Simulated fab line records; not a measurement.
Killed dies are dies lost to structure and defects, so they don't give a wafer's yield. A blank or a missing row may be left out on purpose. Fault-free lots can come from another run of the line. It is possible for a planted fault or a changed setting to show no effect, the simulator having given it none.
Chamber matching -- flow nandHarc -- 4 sister chambers for NHARC_A_STAIRCASE_DESCUM_291 on rieDiel-08
The step chemistry O2, time 3 s. 14 wafers are shown with their chamber, then 7 later ones without.

== EACH WAFER AND ITS CHAMBER ==
wafer,chamber,showerheadPlenumPTorr (Torr),drypumpMotorCurrentA (A),rfVppV (V)
L075.1,2,1.82,5.7,58.5
L075.2,3,1.95,5.0,59.4
L075.4,1,2.04,5.6,59.5
L076.2,1,2.04,5.5,59.4
L076.4,3,1.95,5.0,57.8
L076.5,1,2.04,5.5,58.1
L077.1,3,1.95,5.0,59.4
L077.5,1,2.04,5.5,59.3
L077.6,0,1.95,5.6,59.2
L079.2,0,1.94,5.6,58.9
L079.4,2,1.82,5.7,57.7
L079.6,3,1.95,5.0,57.9
L085.3,0,1.94,5.6,58.5
L085.4,2,1.81,5.7,55.8

SIGNATURES (means of the wafers above)
reading,chamber 0,chamber 1,chamber 2,chamber 3,scatter within a chamber
showerheadPlenumPTorr,1.9433,2.0400,1.8167,1.9500,0.00365
drypumpMotorCurrentA,5.600,5.525,5.700,5.000,0.0274
rfVppV,58.867,59.075,57.333,58.625,0.883
Rule: a wafer lies at a distance from a chamber equal to the root of the sum of squares, over the readings, of (its reading less the chamber's mean, divided by the reading's scatter). The wafer belongs to the nearest chamber; if the next one is less than 2 further off, it can't be placed. The scatter is the square root of a quotient: the sum, over the shown wafers, of each reading's squared deviation from its chamber's mean, divided by wafers minus chambers.

== WAFERS WHOSE CHAMBER IS MISSING ==
wafer,showerheadPlenumPTorr (Torr),drypumpMotorCurrentA (A),rfVppV (V)
L085.6,1.94,5.6,57.7
L087.2,1.94,5.6,58.7
L087.3,1.81,5.8,57.9
L087.6,1.94,5.0,58.4
L096.4,1.80,5.7,57.3
L096.5,1.80,5.8,58.3
L096.6,2.02,5.6,58.5

== THE CHAMBER EACH PASSED THROUGH ==
wafer,from the rows above,in truth
L085.6,0,0
L087.2,0,0
L087.3,2,2
L087.6,3,3
L096.4,2,2
L096.5,2,2
L096.6,1,1
Placed correctly: 7 of 7. Number that these rows cannot place: 0. Placed wrongly: 0.
